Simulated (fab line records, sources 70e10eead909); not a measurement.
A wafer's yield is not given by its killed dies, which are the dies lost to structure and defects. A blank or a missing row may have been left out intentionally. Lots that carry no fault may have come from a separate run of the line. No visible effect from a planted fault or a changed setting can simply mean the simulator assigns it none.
Which of the tools did it? | flow nand harc | 24 lots, 72 wafers sampled, at 6 steps of a route of 1302

WHAT EACH GAUGE READ, for each wafer
NHARC_A_CONTACT_CD_MEAS_80. Usual: cd nm at 289.5 nm, with a standard deviation of 0.67.
lot  | measured     | on        | cd nm (nm)        | flag
L074 | day 22 05:20 | cd sem-02 | 290.7 290.0 290.4 |
L075 | day 22 07:01 | cd sem-03 | 289.3 288.6 289.7 |
L077 | day 23 03:19 | cd sem-01 | 288.7 289.0 288.7 |
L076 | day 23 04:46 | cd sem-01 | 290.0 290.1 290.1 |
L078 | day 23 11:03 | cd sem-03 | 289.3 289.5 289.7 |
L079 | day 23 20:13 | cd sem-02 | 289.7 289.9 290.1 |
L080 | day 24 13:32 | cd sem-03 | 288.7 289.1 289.1 |
L081 | day 24 14:28 | cd sem-02 | 289.5 289.4 289.6 |
L082 | day 25 06:49 | cd sem-02 | 288.6 288.8 289.2 |
L083 | day 25 18:49 | cd sem-03 | 289.8 289.8 289.6 |
L084 | day 26 11:55 | cd sem-02 | 289.5 290.1 289.7 |
L085 | day 26 17:07 | cd sem-03 | 288.8 289.3 289.2 |
L086 | day 26 17:35 | cd sem-03 | 289.5 289.4 289.7 |
L087 | day 27 09:36 | cd sem-03 | 290.2 290.4 290.2 |
L089 | day 27 21:32 | cd sem-01 | 289.3 289.6 288.9 |
L088 | day 28 10:26 | cd sem-01 | 289.9 289.8 289.8 |
L091 | day 28 18:16 | cd sem-03 | 288.3 288.6 288.3 |
L090 | day 29 06:59 | cd sem-03 | 289.1 288.9 288.7 |
L092 | day 29 22:08 | cd sem-01 | 290.1 290.9 289.7 |
L095 | day 30 06:22 | cd sem-02 | 289.0 288.6 288.7 |
L094 | day 30 11:47 | cd sem-03 | 289.0 289.5 289.4 |
L093 | day 30 12:29 | cd sem-03 | 289.8 290.2 289.9 |
L096 | day 30 18:57 | cd sem-01 | 289.5 289.5 289.1 |
L097 | day 31 14:19 | cd sem-03 | 290.7 291.4 290.9 |

NHARC_A_CONTACT_INSPECT_10. Usual: raw defect count at 82, with a standard deviation of 38.
lot  | measured     | on                | raw defect count | flag
L074 | day 22 12:07 | defect inspect-01 | 22 16 21         |
L075 | day 22 13:22 | defect inspect-01 | 132 165 144      |
L077 | day 23 07:37 | defect inspect-02 | 111 115 110      |
L076 | day 23 08:22 | defect inspect-01 | 77 75 72         |
L078 | day 23 14:34 | defect inspect-02 | 69 72 64         |
L079 | day 24 00:00 | defect inspect-01 | 125 137 133      |
L080 | day 24 19:41 | defect inspect-02 | 55 61 74         |
L081 | day 24 20:56 | defect inspect-02 | 89 61 75         |
L082 | day 25 11:02 | defect inspect-01 | 28 36 22         |
L083 | day 25 22:28 | defect inspect-02 | 140 119 138      |
L084 | day 26 22:04 | defect inspect-02 | 75 57 63         |
L085 | day 26 23:47 | defect inspect-02 | 101 120 120      |
L086 | day 27 01:35 | defect inspect-02 | 36 38 47         |
L087 | day 27 13:02 | defect inspect-02 | 78 81 68         |
L089 | day 28 07:05 | defect inspect-02 | 70 103 96        |
L088 | day 28 15:57 | defect inspect-01 | 153 144 159      |
L091 | day 28 21:41 | defect inspect-02 | 71 72 83         |
L090 | day 29 16:57 | defect inspect-01 | 99 117 121       |
L092 | day 30 02:32 | defect inspect-02 | 65 66 71         |
L095 | day 30 11:19 | defect inspect-02 | 40 42 35         |
L094 | day 30 15:31 | defect inspect-01 | 99 114 93        |
L093 | day 30 16:15 | defect inspect-01 | 78 95 72         |
L096 | day 30 23:41 | defect inspect-01 | 72 85 79         |
L097 | day 31 22:13 | defect inspect-02 | 27 30 25         |

NHARC_A_CONTACT_CD_MEAS_15. Usual: cd nm at 190.2 nm, with a standard deviation of 0.57.
lot  | measured     | on        | cd nm (nm)        | flag
L074 | day 22 15:21 | cd sem-03 | 190.8 190.5 190.6 |
L075 | day 22 16:37 | cd sem-02 | 190.3 190.0 190.0 |
L077 | day 23 10:59 | cd sem-02 | 189.3 189.8 189.5 |
L076 | day 23 11:44 | cd sem-01 | 189.9 190.4 190.4 |
L078 | day 23 17:50 | cd sem-02 | 190.3 190.7 190.5 |
L079 | day 24 03:14 | cd sem-01 | 190.4 189.7 189.6 |
L080 | day 24 22:55 | cd sem-01 | 190.2 190.5 190.3 |
L081 | day 25 00:10 | cd sem-03 | 191.2 190.9 190.9 |
L082 | day 25 14:16 | cd sem-02 | 189.9 190.5 190.3 |
L083 | day 26 01:43 | cd sem-02 | 190.2 190.5 190.2 |
L084 | day 27 01:19 | cd sem-01 | 189.1 189.9 189.7 |
L085 | day 27 03:10 | cd sem-03 | 190.1 189.7 190.3 |
L086 | day 27 04:51 | cd sem-01 | 190.5 190.4 190.6 |
L087 | day 27 16:28 | cd sem-03 | 190.5 190.1 190.3 |
L089 | day 28 10:20 | cd sem-03 | 191.0 190.5 190.7 |
L088 | day 28 19:11 | cd sem-02 | 190.2 190.7 190.8 |
L091 | day 29 01:22 | cd sem-03 | 190.9 191.2 190.5 |
L090 | day 29 20:11 | cd sem-01 | 189.2 189.1 189.3 |
L092 | day 30 05:50 | cd sem-02 | 189.4 190.0 190.0 |
L095 | day 30 14:34 | cd sem-02 | 189.1 189.8 189.3 |
L094 | day 30 19:40 | cd sem-01 | 190.5 190.6 191.0 |
L093 | day 30 19:37 | cd sem-02 | 190.7 190.0 190.5 |
L096 | day 31 04:01 | cd sem-03 | 190.8 190.6 190.0 |
L097 | day 32 01:43 | cd sem-01 | 189.7 189.5 189.3 |

TOOL THAT RAN EACH LOT (tool first, then ch and the chambers of the sampled wafers, then the start)
lot  | NHARC_A_CONTACT_ETCH_126             | NHARC_A_CONTACT_ETCH_91            | NHARC_A_CONTACT_ETCH_98
L074 | har cap etch-03 ch 0,1, day 22 03:06 | rie diel-10 ch 1,2, day 22 05:07   | rie diel-03 ch 0,3, day 22 15:21 or earlier
L075 | har cap etch-02 ch 1, day 22 04:48   | rie diel-03 ch 1,2, day 22 06:48   | rie diel-03 ch 2,3, day 22 16:37 or earlier
L077 | har cap etch-03 ch 0,1, day 23 01:05 | rie diel-03 ch 0,1, day 23 03:07   | rie diel-03 ch 0,1, day 23 10:59 or earlier
L076 | har cap etch-01 ch 0,1, day 23 01:49 | rie diel-03 ch 0,1,3, day 23 03:50 | rie diel-01 ch 0,1,3, day 23 11:44 or earlier
L078 | har cap etch-03 ch 0,1, day 23 08:36 | rie diel-03 ch 1,2, day 23 10:49   | rie diel-03 ch 1,2, day 23 17:50 or earlier
L079 | har cap etch-03 ch 0,1, day 23 17:27 | rie diel-03 ch 0,1,2, day 23 20:02 | rie diel-03 ch 0,3, day 24 03:14 or earlier
L080 | har cap etch-03 ch 0,1, day 24 10:52 | rie diel-03 ch 0,2,3, day 24 12:53 | rie diel-03 ch 0,1, day 24 22:55 or earlier
L081 | har cap etch-02 ch 0, day 24 12:16   | rie diel-03 ch 0,2, day 24 14:16   | rie diel-03 ch 1,2,3, day 25 00:10 or earlier
L082 | har cap etch-01 ch 0,1, day 25 04:35 | rie diel-03 ch 0,1,3, day 25 06:36 | rie diel-03 ch 0,1,3, day 25 14:16 or earlier
L083 | har cap etch-01 ch 0,1, day 25 16:37 | rie diel-03 ch 0,1,2, day 25 18:38 | rie diel-03 ch 1,2,3, day 26 01:43 or earlier
L084 | har cap etch-03 ch 0,1, day 26 09:40 | rie diel-03 ch 0,1, day 26 11:43   | rie diel-03 ch 1,3, day 27 01:19 or earlier
L085 | har cap etch-01 ch 0, day 26 14:53   | rie diel-03 ch 0,2, day 26 16:54   | rie diel-03 ch 1,2, day 27 03:10 or earlier
L086 | har cap etch-02 ch 0,1, day 26 15:21 | rie diel-10 ch 0,1,2, day 26 17:22 | rie diel-03 ch 0,1,2, day 27 04:51 or earlier
L087 | har cap etch-01 ch 0,1, day 27 07:27 | rie diel-03 ch 0,1,3, day 27 09:25 | rie diel-10 ch 2,3, day 27 16:28 or earlier
L089 | har cap etch-02 ch 0,1, day 27 19:20 | rie diel-10 ch 1,2, day 27 21:18   | rie diel-03 ch 0,3, day 28 10:20 or earlier
L088 | har cap etch-01 ch 0,1, day 28 07:36 | rie diel-10 ch 1,3, day 28 10:11   | rie diel-03 ch 0,1,2, day 28 19:11 or earlier
L091 | har cap etch-03 ch 0,1, day 28 16:01 | rie diel-03 ch 0,1,3, day 28 18:04 | rie diel-03 ch 2,3, day 29 01:22 or earlier
L090 | har cap etch-02 ch 0,1, day 29 04:44 | rie diel-03 ch 0,2,3, day 29 06:47 | rie diel-10 ch 0,2,3, day 29 20:11 or earlier
L092 | har cap etch-02 ch 0,1, day 29 19:53 | rie diel-01 ch 0,2,3, day 29 21:55 | rie diel-03 ch 1,2,3, day 30 05:50 or earlier
L095 | har cap etch-02 ch 0,1, day 30 04:08 | rie diel-10 ch 0,2,3, day 30 06:09 | rie diel-03 ch 1,2,3, day 30 14:34 or earlier
L094 | har cap etch-03 ch 0, day 30 09:32   | rie diel-03 ch 0,2,3, day 30 11:34 | rie diel-03 ch 1,3, day 30 19:40 or earlier
L093 | har cap etch-02 ch 0,1, day 30 10:11 | rie diel-10 ch 0,1, day 30 12:17   | rie diel-03 ch 2,3, day 30 19:37 or earlier
L096 | har cap etch-03 ch 0,1, day 30 16:43 | rie diel-03 ch 1,3, day 30 18:44   | rie diel-03 ch 0,3, day 31 04:01 or earlier
L097 | har cap etch-03 ch 0,1, day 31 12:04 | rie diel-03 ch 1,2,3, day 31 14:05 | rie diel-03 ch 1,2,3, day 32 01:43 or earlier
- NHARC_A_CONTACT_ETCH_126: etches the open film in C4F8/O2/Ar, time 197 s, target depth 1918 nm.
- NHARC_A_CONTACT_ETCH_91: etches the open film in CH3F/O2, target depth 40 nm, time 85.7 s.
- NHARC_A_CONTACT_ETCH_98: etches the open film in C4F6/O2, target depth 20 nm, time 10 s.

WHAT THE TOOLS THEMSELVES READ (means of the sampled wafers that have a number; where no wafer has one, the mark that the record gives instead)
NHARC_A_CONTACT_ETCH_91. Usual: value, then standard deviation, for each; ch3f flow sccm 49.99 sccm / 0.14; drypump motor current A 6.0 A / 0.35; mfc ar sccm 200.0 sccm / 0.61; oes product au 0.939 a.u. / 0.028; rf vpp V 244.1 V / 2; showerhead plenum p Torr 2.45 Torr / 0.13; throttle valve pct 20.663 % / 0.0088.
lot  | tool        | ch3f flow sccm (sccm) | drypump motor current A (A) | mfc ar sccm (sccm) | oes product au (a.u.) | rf vpp V (V) | showerhead plenum p Torr (Torr) | throttle valve pct (%) | flag
L074 | rie diel-10 | 49.97                 | 6.0                         | 200.0              | 0.989                 | 245.1        | 2.55                            | 20.675                 |
L075 | rie diel-03 | 49.92                 | 6.1                         | 200.4              | 0.928                 | 243.7        | 2.40                            | 20.662                 |
L077 | rie diel-03 | 49.91                 | 6.1                         | 199.6              | 0.922                 | 244.3        | 2.50                            | 20.665                 |
L076 | rie diel-03 | 50.21                 | 6.1                         | 200.5              | 0.921                 | 244.3        | 2.49                            | 20.676                 |
L078 | rie diel-03 | 49.99                 | 6.2                         | 200.5              | 0.929                 | 245.1        | 2.49                            | 20.663                 |
L079 | rie diel-03 | 50.01                 | 6.0                         | 200.1              | 0.928                 | 243.7        | 2.40                            | 20.659                 |
L080 | rie diel-03 | 50.02                 | 5.9                         | 199.8              | 0.928                 | 242.6        | 2.39                            | 20.662                 |
L081 | rie diel-03 | 50.04                 | 5.9                         | 200.0              | 0.914                 | 242.1        | 2.29                            | 20.658                 |
L082 | rie diel-03 | 50.05                 | 6.1                         | 199.5              | 0.927                 | 244.9        | 2.49                            | 20.661                 |
L083 | rie diel-03 | 49.88                 | 6.0                         | 200.6              | 0.925                 | 243.5        | 2.39                            | 20.664                 |
L084 | rie diel-03 | 50.04                 | 5.9                         | 200.0              | 0.920                 | 243.2        | 2.40                            | 20.663                 |
L085 | rie diel-03 | 50.02                 | 5.8                         | 199.4              | 0.920                 | 242.4        | 2.30                            | 20.660                 |
L086 | rie diel-10 | 50.03                 | 5.7                         | 199.9              | 0.930                 | 244.2        | 2.51                            | 20.654                 |
L087 | rie diel-03 | 49.99                 | 6.1                         | 199.7              | 0.925                 | 243.9        | 2.48                            | 20.665                 |
L089 | rie diel-10 | 50.15                 | 6.2                         | 200.4              | 0.928                 | 245.4        | 2.51                            | 20.657                 |
L088 | rie diel-10 | 49.96                 | 6.0                         | 200.1              | 0.932                 | 242.6        | 2.39                            | 20.662                 |
L091 | rie diel-03 | 50.03                 | 6.1                         | 199.9              | 0.922                 | 244.6        | 2.48                            | 20.666                 |
L090 | rie diel-03 | 50.12                 | 6.0                         | 200.0              | 0.932                 | 243.7        | 2.39                            | 20.670                 |
L092 | rie diel-01 | 50.12                 | 5.6                         | 200.5              | 0.921                 | 244.7        | 2.45                            | 20.675                 |
L095 | rie diel-10 | 49.91                 | 5.5                         | 200.2              | 1.007                 | 243.9        | 2.45                            | 20.661                 |
L094 | rie diel-03 | 50.03                 | 6.0                         | 200.0              | 0.993                 | 243.6        | 2.38                            | 20.669                 |
L093 | rie diel-10 | 49.97                 | 5.5                         | 200.3              | 0.929                 | 243.2        | 2.46                            | 20.671                 |
L096 | rie diel-03 | 49.99                 | 6.2                         | 199.8              | 0.928                 | 245.8        | 2.57                            | 20.665                 |
L097 | rie diel-03 | 49.93                 | 6.2                         | 199.8              | 1.002                 | 245.3        | 2.48                            | 20.662                 |

NHARC_A_CONTACT_ETCH_98. Usual: value, then standard deviation, for each; c4f6 flow sccm 25.01 sccm / 0.076; drypump motor current A 6.03 A / 0.27; mfc ar sccm 500.0 sccm / 1.4; oes product au 0.957 a.u. / 0.021; rf vpp V 547 V / 4.4; showerhead plenum p Torr 3.90 Torr / 0.21; throttle valve pct 26.904 % / 0.0088.
lot  | tool        | c4f6 flow sccm (sccm) | drypump motor current A (A) | mfc ar sccm (sccm) | oes product au (a.u.) | rf vpp V (V) | showerhead plenum p Torr (Torr) | throttle valve pct (%) | flag
L074 | rie diel-03 | 24.99                 | 6.02                        | 500.6              | 0.938                 | 547          | 3.97                            | 26.896                 |
L075 | rie diel-03 | 25.04                 | 6.06                        | 498.4              | 0.941                 | 545          | 3.82                            | 26.908                 |
L077 | rie diel-03 | 25.01                 | 5.94                        | 500.0              | 0.995                 | 545          | 3.84                            | 26.904                 |
L076 | rie diel-01 | 25.02                 | 5.81                        | 500.7              | 0.958                 | 550          | 4.02                            | 26.903                 |
L078 | rie diel-03 | 25.06                 | 6.23                        | 500.4              | 0.948                 | 548          | 3.97                            | 26.905                 |
L079 | rie diel-03 | 25.02                 | 5.88                        | 499.4              | 0.942                 | 545          | 3.83                            | 26.897                 |
L080 | rie diel-03 | 25.04                 | 5.94                        | 497.9              | 0.936                 | 546          | 3.83                            | 26.897                 |
L081 | rie diel-03 | 24.95                 | 6.15                        | 500.3              | 0.942                 | 547          | 3.96                            | 26.910                 |
L082 | rie diel-03 | 24.98                 | 6.08                        | 501.1              | 0.939                 | 548          | 3.97                            | 26.903                 |
L083 | rie diel-03 | 25.04                 | 6.16                        | 499.5              | 0.980                 | 548          | 3.96                            | 26.908                 |
L084 | rie diel-03 | 24.96                 | 6.28                        | 499.2              | 0.962                 | 551          | 4.11                            | 26.902                 |
L085 | rie diel-03 | 24.97                 | 6.23                        | 499.8              | 1.004                 | 548          | 3.96                            | 26.907                 |
L086 | rie diel-03 | 25.07                 | 6.02                        | 500.3              | 0.933                 | 545          | 3.82                            | 26.907                 |
L087 | rie diel-10 | 24.96                 | 5.84                        | 500.1              | 0.974                 | 548          | 3.97                            | 26.897                 |
L089 | rie diel-03 | 25.00                 | 5.88                        | 500.3              | 1.004                 | 544          | 3.82                            | 26.902                 |
L088 | rie diel-03 | 24.98                 | 6.03                        | 500.5              | 0.942                 | 544          | 3.82                            | 26.900                 |
L091 | rie diel-03 | 25.03                 | 6.12                        | 499.6              | 0.951                 | 548          | 3.95                            | 26.900                 |
L090 | rie diel-10 | 25.01                 | 5.58                        | 500.2              | 0.954                 | 547          | 3.91                            | 26.902                 |
L092 | rie diel-03 | 25.00                 | 6.18                        | 499.8              | 0.942                 | 548          | 3.95                            | 26.902                 |
L095 | rie diel-03 | 25.09                 | 6.16                        | 500.2              | 0.946                 | 548          | 3.95                            | 26.918                 |
L094 | rie diel-03 | 24.96                 | 6.23                        | 500.6              | 0.961                 | 550          | 4.09                            | 26.906                 |
L093 | rie diel-03 | 25.03                 | 6.07                        | 500.4              | 0.967                 | 544          | 3.80                            | 26.899                 |
L096 | rie diel-03 | 25.09                 | 5.88                        | 500.0              | 0.935                 | 545          | 3.82                            | 26.903                 |
L097 | rie diel-03 | 24.96                 | 6.18                        | 500.0              | 0.943                 | 547          | 3.95                            | 26.907                 |

THE ANSWER, worked out from the rows above alone
Rule: take the mean of a lot's wafers that have a number; if it is more than 3 standard deviations from the usual mean, the lot is off. Also off: a lot with no number at a reading for which 4 or more lots have one. All remaining lots with rows at the step are treated as sound. After the gauges, taken in route order, come the tools' own readings; for these a lot's mean is taken, as printed above. At the first step where some lot is off, the reading lying furthest off is the one used; lots without a number count as furthest.
Nothing can be told from this: no lot is off at any reading shown.

WHAT THE SIMULATOR HAD PUT IN
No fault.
